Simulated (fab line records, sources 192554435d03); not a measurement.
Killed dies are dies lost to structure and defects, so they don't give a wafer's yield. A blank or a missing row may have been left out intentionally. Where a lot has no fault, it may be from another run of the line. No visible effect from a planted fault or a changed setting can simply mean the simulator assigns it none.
Which of the tools did it? :: flow n5 finfet :: Sampling: 10 lots, 30 wafers, 5 of 1938 route steps

## WHAT THE GAUGES READ, wafer by wafer
Not one reading of a measure or inspect step in the record can be checked against a usual standard deviation.

## WHAT TOOL EACH LOT RAN ON (gives the tool, then ch and the chambers of the sampled wafers, and finally the start)
lot: L757
N5_BEOL_M5_STRIP_36: rie diel-03 ch 0,2, day 8 15:05
N5_BEOL_M5_ETCH_41: rie diel-03 ch 0,2, day 8 15:28 or earlier
N5_BEOL_M5_CURE_80: uv cure-03 ch 2, day 8 15:28
N5_BEOL_M5_ALD_86: ald metal-02 ch 1,3, day 8 17:13
N5_PASSIVATION_PROBE_49: -

lot: L758
N5_BEOL_M5_STRIP_36: rie diel-06 ch 2,3, day 9 01:56
N5_BEOL_M5_ETCH_41: rie diel-06 ch 2,3, day 9 02:26 or earlier
N5_BEOL_M5_CURE_80: uv cure-02 ch 0, day 9 02:26
N5_BEOL_M5_ALD_86: ald metal-01 ch 0,1,3, day 9 03:21
N5_PASSIVATION_PROBE_49: prober-02, day 13 10:04

lot: L759
N5_BEOL_M5_STRIP_36: rie diel-06 ch 0,1, day 9 05:12
N5_BEOL_M5_ETCH_41: rie diel-06 ch 0,1, day 9 05:42 or earlier
N5_BEOL_M5_CURE_80: uv cure-01 ch 2, day 9 05:42
N5_BEOL_M5_ALD_86: ald metal-02 ch 0,1,3, day 9 06:29
N5_PASSIVATION_PROBE_49: -

lot: L760
N5_BEOL_M5_STRIP_36: rie diel-06 ch 2,3, day 9 11:37
N5_BEOL_M5_ETCH_41: rie diel-06 ch 2,3, day 9 12:07 or earlier
N5_BEOL_M5_CURE_80: uv cure-02 ch 2, day 9 12:07
N5_BEOL_M5_ALD_86: ald metal-02 ch 0,1,2, day 9 12:32
N5_PASSIVATION_PROBE_49: prober-01, day 13 08:53

lot: L767
N5_BEOL_M5_STRIP_36: rie diel-05 ch 0,1,3, day 11 09:37
N5_BEOL_M5_ETCH_41: rie diel-05 ch 0,1,3, day 11 10:07 or earlier
N5_BEOL_M5_CURE_80: uv cure-01 ch 2, day 11 10:07
N5_BEOL_M5_ALD_86: ald metal-02 ch 0,1,2, day 11 10:49
N5_PASSIVATION_PROBE_49: -

lot: L772
N5_BEOL_M5_STRIP_36: rie diel-05 ch 0,1,2, day 12 20:49
N5_BEOL_M5_ETCH_41: rie diel-05 ch 0,1,2, day 12 21:14 or earlier
N5_BEOL_M5_CURE_80: uv cure-02 ch 2, day 12 21:14
N5_BEOL_M5_ALD_86: ald metal-03 ch 0,1,2, day 12 21:37
N5_PASSIVATION_PROBE_49: -

lot: L773
N5_BEOL_M5_STRIP_36: rie diel-05 ch 0,1,2, day 13 02:23
N5_BEOL_M5_ETCH_41: rie diel-05 ch 0,1,2, day 13 02:49 or earlier
N5_BEOL_M5_CURE_80: uv cure-02 ch 1, day 13 02:49
N5_BEOL_M5_ALD_86: ald metal-03 ch 1,2,3, day 13 03:11
N5_PASSIVATION_PROBE_49: -

lot: L776
N5_BEOL_M5_STRIP_36: rie diel-03 ch 0,1,2, day 14 01:22
N5_BEOL_M5_ETCH_41: rie diel-03 ch 0,1,2, day 14 01:52 or earlier
N5_BEOL_M5_CURE_80: uv cure-02 ch 2, day 14 01:52
N5_BEOL_M5_ALD_86: ald metal-02 ch 1,3, day 14 02:14
N5_PASSIVATION_PROBE_49: -

lot: L778
N5_BEOL_M5_STRIP_36: rie diel-06 ch 0,1,3, day 14 04:34
N5_BEOL_M5_ETCH_41: rie diel-06 ch 0,1,3, day 14 05:00 or earlier
N5_BEOL_M5_CURE_80: uv cure-02 ch 2, day 14 05:00
N5_BEOL_M5_ALD_86: ald metal-03 ch 1,2, day 14 06:16
N5_PASSIVATION_PROBE_49: -

lot: L777
N5_BEOL_M5_STRIP_36: rie diel-03 ch 0,2,3, day 14 11:18
N5_BEOL_M5_ETCH_41: rie diel-03 ch 0,2,3, day 14 11:45 or earlier
N5_BEOL_M5_CURE_80: uv cure-02 ch 1, day 14 11:45
N5_BEOL_M5_ALD_86: ald metal-01 ch 1,3, day 14 12:23
N5_PASSIVATION_PROBE_49: -
- N5_BEOL_M5_STRIP_36: strips in N2/H2.
- N5_BEOL_M5_ETCH_41: etches SiCN in CH3F/O2, target depth 31.5 nm, time 56.7 s.
- N5_BEOL_M5_CURE_80: cures SiCOH lowk, time 120 s.
- N5_BEOL_M5_ALD_86: deposits TaN, pulse time 2 s, purge time 3 s, co reactant purge time 2 s.
- N5_PASSIVATION_PROBE_49

## WHAT THE TOOLS THEMSELVES READ (means of the sampled wafers that have a number; where no wafer has one, the mark that the record gives instead)
N5_BEOL_M5_STRIP_36.
lot: L757
tool: rie diel-03
drypump motor current A (A): 5.65
oes product au (a.u.): 0.90
rf vpp V (V): 58.7
showerhead plenum p Torr (Torr): 2.64
temp c (C): 40.02
throttle valve pct (%): 23.7

lot: L758
tool: rie diel-06
drypump motor current A (A): 5.86
oes product au (a.u.): 0.83
rf vpp V (V): 59.6
showerhead plenum p Torr (Torr): 2.49
temp c (C): 40.10
throttle valve pct (%): 23.4

lot: L759
tool: rie diel-06
drypump motor current A (A): 5.63
oes product au (a.u.): 0.74
rf vpp V (V): 58.6
showerhead plenum p Torr (Torr): 2.59
temp c (C): 39.91
throttle valve pct (%): 23.8

lot: L760
tool: rie diel-06
drypump motor current A (A): 5.84
oes product au (a.u.): 0.82
rf vpp V (V): 57.7
showerhead plenum p Torr (Torr): 2.49
temp c (C): 39.93
throttle valve pct (%): 23.3

lot: L767
tool: rie diel-05
drypump motor current A (A): 5.73
oes product au (a.u.): 0.82
rf vpp V (V): 58.5
showerhead plenum p Torr (Torr): 2.59
temp c (C): 40.01
throttle valve pct (%): 23.7

lot: L772
tool: rie diel-05
drypump motor current A (A): 5.86
oes product au (a.u.): 0.75
rf vpp V (V): 58.6
showerhead plenum p Torr (Torr): 2.54
temp c (C): 40.07
throttle valve pct (%): 23.7

lot: L773
tool: rie diel-05
drypump motor current A (A): 5.87
oes product au (a.u.): 0.75
rf vpp V (V): 59.6
showerhead plenum p Torr (Torr): 2.54
temp c (C): 40.03
throttle valve pct (%): 23.8

lot: L776
tool: rie diel-03
drypump motor current A (A): 5.88
oes product au (a.u.): 0.80
rf vpp V (V): 59.9
showerhead plenum p Torr (Torr): 2.63
temp c (C): 40.09
throttle valve pct (%): 23.5

lot: L778
tool: rie diel-06
drypump motor current A (A): 5.80
oes product au (a.u.): 0.75
rf vpp V (V): 59.0
showerhead plenum p Torr (Torr): 2.52
temp c (C): 40.03
throttle valve pct (%): 23.5

lot: L777
tool: rie diel-03
drypump motor current A (A): 5.61
oes product au (a.u.): 0.81
rf vpp V (V): 58.1
showerhead plenum p Torr (Torr): 2.57
temp c (C): 40.06
throttle valve pct (%): 23.8

N5_BEOL_M5_ETCH_41.
lot: L757
tool: rie diel-03
drypump motor current A (A): 5.64
mfc ar sccm (sccm): 149.6
oes product au (a.u.): 0.90
rf vpp V (V): 299.0
showerhead plenum p Torr (Torr): 2.07
throttle valve pct (%): 16.05

lot: L758
tool: rie diel-06
drypump motor current A (A): 5.86
mfc ar sccm (sccm): 150.1
oes product au (a.u.): 0.82
rf vpp V (V): 296.7
showerhead plenum p Torr (Torr): 1.96
throttle valve pct (%): 16.11

lot: L759
tool: rie diel-06
drypump motor current A (A): 5.64
mfc ar sccm (sccm): 150.0
oes product au (a.u.): 0.74
rf vpp V (V): 299.1
showerhead plenum p Torr (Torr): 2.04
throttle valve pct (%): 16.41

lot: L760
tool: rie diel-06
drypump motor current A (A): 5.84
mfc ar sccm (sccm): 150.2
oes product au (a.u.): 0.82
rf vpp V (V): 297.2
showerhead plenum p Torr (Torr): 1.96
throttle valve pct (%): 16.10

lot: L767
tool: rie diel-05
drypump motor current A (A): 5.72
mfc ar sccm (sccm): 150.1
oes product au (a.u.): 0.82
rf vpp V (V): 298.4
showerhead plenum p Torr (Torr): 2.04
throttle valve pct (%): 16.24

lot: L772
tool: rie diel-05
drypump motor current A (A): 5.87
mfc ar sccm (sccm): 150.1
oes product au (a.u.): 0.74
rf vpp V (V): 297.5
showerhead plenum p Torr (Torr): 2.00
throttle valve pct (%): 16.43

lot: L773
tool: rie diel-05
drypump motor current A (A): 5.88
mfc ar sccm (sccm): 150.6
oes product au (a.u.): 0.74
rf vpp V (V): 297.6
showerhead plenum p Torr (Torr): 2.00
throttle valve pct (%): 16.43

lot: L776
tool: rie diel-03
drypump motor current A (A): 5.89
mfc ar sccm (sccm): 150.5
oes product au (a.u.): 0.78
rf vpp V (V): 298.4
showerhead plenum p Torr (Torr): 2.06
throttle valve pct (%): 16.12

lot: L778
tool: rie diel-06
drypump motor current A (A): 5.79
mfc ar sccm (sccm): 150.1
oes product au (a.u.): 0.75
rf vpp V (V): 296.1
showerhead plenum p Torr (Torr): 1.99
throttle valve pct (%): 16.32

lot: L777
tool: rie diel-03
drypump motor current A (A): 5.60
mfc ar sccm (sccm): 149.9
oes product au (a.u.): 0.81
rf vpp V (V): 297.5
showerhead plenum p Torr (Torr): 2.02
throttle valve pct (%): 16.26

N5_BEOL_M5_CURE_80.
lot: L757
tool: uv cure-03
lamp power pct (%): 52.34
wafer_temp_C_max: 372.2

lot: L758
tool: uv cure-02
lamp power pct (%): 52.33
wafer_temp_C_max: 372.6

lot: L759
tool: uv cure-01
lamp power pct (%): 52.25
wafer_temp_C_max: 371.7

lot: L760
tool: uv cure-02
lamp power pct (%): 52.34
wafer_temp_C_max: 372.0

lot: L767
tool: uv cure-01
lamp power pct (%): 52.30
wafer_temp_C_max: 372.3

lot: L772
tool: uv cure-02
lamp power pct (%): 52.25
wafer_temp_C_max: 371.8

lot: L773
tool: uv cure-02
lamp power pct (%): 52.31
wafer_temp_C_max: 370.8

lot: L776
tool: uv cure-02
lamp power pct (%): 52.29
wafer_temp_C_max: 371.7

lot: L778
tool: uv cure-02
lamp power pct (%): 52.37
wafer_temp_C_max: 372.4

lot: L777
tool: uv cure-02
lamp power pct (%): 52.34
wafer_temp_C_max: 370.7

N5_BEOL_M5_ALD_86.
lot: L757
tool: ald metal-02
heater power w (W): 393

lot: L758
tool: ald metal-01
heater power w (W): 434

lot: L759
tool: ald metal-02
heater power w (W): 438

lot: L760
tool: ald metal-02
heater power w (W): 411

lot: L767
tool: ald metal-02
heater power w (W): 410

lot: L772
tool: ald metal-03
heater power w (W): 392

lot: L773
tool: ald metal-03
heater power w (W): 403

lot: L776
tool: ald metal-02
heater power w (W): 391

lot: L778
tool: ald metal-03
heater power w (W): 412

lot: L777
tool: ald metal-01
heater power w (W): 411

N5_PASSIVATION_PROBE_49.
lot: L758
tool: prober-02
defect limited yield (%): 92.2
killed_at_M0_to_M3: 26
killed_at_M4_up: 12
killed at contacts: 9
killed at front end: 44
killed at other: 1
killed dies: 92
killed open: 61
killed short: 30
sort_bin_5_function (%): 5.0
sort_bin_6_memory (%): 2.6
sort n pass: 1088
sort yield pct (%): 92.2

lot: L760
tool: prober-01
defect limited yield (%): 92.2
killed_at_M0_to_M3: 34
killed_at_M4_up: 11
killed at contacts: 8
killed at front end: 34
killed at other: 4
killed dies: 92
killed open: 64
killed short: 28
sort_bin_5_function (%): 5.1
sort_bin_6_memory (%): 2.5
sort n pass: 1088
sort yield pct (%): 92.2

## THE ANSWER, worked out from the rows above alone
Rule: what is usual is taken from the lots themselves. Put in order of their means at a reading, lots are off if they are a third of the lots or fewer, leave a main group of 4 or more, and stand apart from it by a gap of 3 or more times the standard deviation of the main group's means; of several such gaps the widest counts. The tables above print the reading to a certain number of digits; a main group whose means all agree to those digits is not used. A lot without any number at a reading at which 4 lots or more have one is off too. Any other lot the step has rows for is counted as sound. The gauges are gone through in route order, then the tools' own readings, and for those a lot's mean is taken as printed above. The first step at which some lot is off is used, and at that step the reading that is off furthest; a lot without a number counts as furthest.
No lot is off at any reading shown: from this, nothing can be told.

## WHAT WAS PUT IN BY THE SIMULATOR
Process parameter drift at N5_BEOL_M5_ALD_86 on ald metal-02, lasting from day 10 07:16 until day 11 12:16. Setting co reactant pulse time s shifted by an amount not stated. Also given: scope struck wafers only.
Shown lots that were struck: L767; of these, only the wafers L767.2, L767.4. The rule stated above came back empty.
